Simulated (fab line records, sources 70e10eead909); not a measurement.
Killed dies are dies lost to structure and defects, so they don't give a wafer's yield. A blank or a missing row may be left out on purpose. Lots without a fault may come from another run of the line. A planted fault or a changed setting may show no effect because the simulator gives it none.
A struck lot beside a sound one | flow nand_harc | 42 steps out of a route of 1302
Sound: wafers L742.2, L742.3, L742.4. Struck: wafers L760.1, L760.4. (L760.2 of the same lot was not struck and is left out.) The cause comes at the end.
At each step with rows: each side's tool, then ch and its chambers, then its first start. Under that, the readings that differ: sound wafers | struck wafers | difference of the means | sigmas: that difference in standard deviations of wafers without a fault.
alike: readings whose means differ by less than 2 such deviations, and words and numbers that are the same on both sides. not compared: withheld readings, readings that some wafer has no value for, bounds like >300 that may hide the same value, and numbers for which the record gives no deviation and whose values overlap.
The two part at a step that has a row with sigmas, a row that says differs or no value, or rows on one side only. Numbers that don't overlap but have no deviation are shown without sigmas and don't part them. A reading that every wafer of one side lacks parts them only if that side has two wafers or more.

first, 4 steps without rows for these wafers: NHARC_HYBRID_BOND_PRECLEAN_01 (cleans in DIW, time 300 s); NHARC_HYBRID_BOND_SRD_02 (time 30 s, dry time 20 s); NHARC_HYBRID_BOND_BOND_03; NHARC_HYBRID_BOND_ANNEAL_04 (time 7200 s).
NHARC_HYBRID_BOND_OVL_MEAS_05:
  sound on overlay-02, day 24 18:29; struck on overlay-02, day 32 09:00
  alike: overlay_x_nm, overlay_y_nm
NHARC_HYBRID_BOND_INSPECT_06: inspects for defects (ir void).
  sound on defect_inspect-02, day 24 18:32; struck on defect_inspect-01, day 32 09:03
  alike: raw_defect_count
then, 1 step without rows for these wafers: NHARC_THIN_TSV_GRIND_00.
NHARC_THIN_TSV_CMP_01: polishes.
  sound on cmp-01 ch 0,1,2, day 24 19:55; struck on cmp-03 ch 0,3, day 32 10:27
  alike: edge_zone_pressure_frac, motor_current_A
NHARC_THIN_TSV_THK_MEAS_02: measures by ir.
  sound on film_metro-02, day 24 20:11; struck on film_metro-02, day 32 10:43
  alike: thk_nm
then, 3 steps without rows for these wafers: NHARC_THIN_TSV_SRD_03; NHARC_THIN_TSV_PRECLEAN_41 (cleans in SC1); NHARC_THIN_TSV_SRD_42.
NHARC_THIN_TSV_DEP_43: deposits SiO2, target thk 1328.5 nm.
  sound on pecvd-04 ch 0,1,2, day 24 20:24; struck on pecvd-02 ch 0, day 32 10:59
  reading                      | sound             | struck      | difference | sigmas
  chamber_pressure_Torr (Torr) | 6.521 6.523 6.492 | 6.483 6.472 | -0.034     | -3
  alike: rf_fwd_power_W, throttle_valve_pct
then, 8 steps without rows for these wafers: NHARC_THIN_TSV_DEHYDRATE_04 (time 120 s); NHARC_THIN_TSV_HMDS_05 (time 30 s); NHARC_THIN_TSV_COAT_06; NHARC_THIN_TSV_SOFTBAKE_07 (time 95 s); NHARC_THIN_TSV_EBR_08; NHARC_THIN_TSV_EXPOSE_09 (exposes mask TSV); NHARC_THIN_TSV_PEB_10 (peb time 85 s); NHARC_THIN_TSV_DEVELOP_11 (time 70 s).
NHARC_THIN_TSV_CD_MEAS_12: target cd 1000 nm.
  sound on cd_sem-01 ch 0, day 24 21:14; struck on cd_sem-01 ch 0, day 32 11:39
  alike: cd_nm
then, 2 steps without rows for these wafers: NHARC_THIN_TSV_HARDBAKE_13 (time 80 s); NHARC_THIN_TSV_DESCUM_14 (chemistry O2, time 3 s).
NHARC_THIN_TSV_ETCH_44: etches the open film in CF4/O2, target depth 1594.2 nm, time 797.1 s.
  sound on rie_diel-11 ch 0,1,3, day 24 21:29; struck on rie_diel-11 ch 0,3, day 32 11:55
  alike: drypump_motor_current_A, o2_flow_sccm, oes_product_au, rf_fwd_power_W, rf_vpp_V, showerhead_plenum_p_Torr, throttle_valve_pct
  not compared: rf_hours_counter_h
then, 1 step without rows for these wafers: NHARC_THIN_TSV_ETCH_15 (target depth 3000 nm, bosch target overetch cycles 2, bosch etch step 2.8 s).
NHARC_THIN_TSV_CD_MEAS_16:
  sound on cd_sem-02, day 24 22:11; struck on cd_sem-01, day 32 12:38
  alike: cd_nm
NHARC_THIN_TSV_STRIP_45: strips in O2.
  sound on plasma_asher-02 ch 0,1, day 24 22:16; struck on plasma_asher-01 ch 0,1, day 32 12:45
  alike: drypump_motor_current_A, heater_power_w, temp_c
  not compared: rf_hours_counter_h
then, 5 steps without rows for these wafers: NHARC_THIN_TSV_STRIP_46 (strips in post etch residue remover, time 1200 s); NHARC_THIN_TSV_DEP_47 (deposits SiO2, target thk 200 nm); NHARC_THIN_TSV_ETCHBACK_48 (etches the open film in C4F8/Ar, target depth 1028.5 nm, time 405.17 s); NHARC_THIN_TSV_STRIP_62 (strips in N2/H2, time 20 s); NHARC_THIN_TSV_DEGAS_49 (time 120 s).
NHARC_THIN_TSV_PRE_CLEAN_50: time 30 s.
  sound on pvd_sputter-03; struck on pvd_sputter-03
  alike: heater_power_w
then, 4 steps without rows for these wafers: NHARC_THIN_TSV_PVD_19 (deposits TaN, target thk 20 nm); NHARC_THIN_TSV_PVD_51 (deposits Cu, target thk 100 nm); NHARC_THIN_TSV_ECD_20 (material Cu, target thk 2000 nm); NHARC_THIN_TSV_ANNEAL_52 (time 90 s).
NHARC_THIN_TSV_CMP_21: polishes, t overpolish 30 s, target thk 2000 nm.
  sound on cmp-01 ch 0,1,3, day 25 01:35; struck on cmp-02 ch 1,2, day 32 16:06
  alike: edge_zone_pressure_frac, motor_current_A, overpolish_run_s
then, 2 steps without rows for these wafers: NHARC_THIN_TSV_SRD_23; NHARC_THIN_TSV_DEGAS_53 (time 60 s).
NHARC_END_SORT_01:
  sound on prober-01 ch 0, day 25 15:06; struck on prober-02 ch 0, day 33 02:41
  reading                  | sound          | struck    | difference | sigmas
  defect_limited_yield (%) | 93.6 94.4 94.7 | 0 0       | -94        | -34
  killed_at_other          | 1 0 0          | 623 626   | +624       | +99 or more
  killed_dies              | 43 38 36       | 677 677   | +638       | +34
  sort_bin_2_pct (%)       | 2.5 1.8 1.6    | 94.7 95.3 | +93.0      | +78
  sort_n_pass              | 634 639 641    | 0 0       | -638       | -34
  sort_rim_yield_pct (%)   | 89 89 94       | 0 0       | -91        | -19
  sort_yield_pct (%)       | 93.6 94.4 94.7 | 0 0       | -94        | -34
  alike: killed_at_array, killed_at_periphery, killed_open, killed_short, sort_bin_3_pct, sort_bin_4_pct

WHERE THEY PART
First at NHARC_THIN_TSV_DEP_43; last, within this record, at NHARC_END_SORT_01.

WHY: what the simulator had put in
Process parameter drift: pecvd-02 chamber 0, from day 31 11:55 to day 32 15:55, at NHARC_THIN_TSV_DEP_43. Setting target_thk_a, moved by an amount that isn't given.
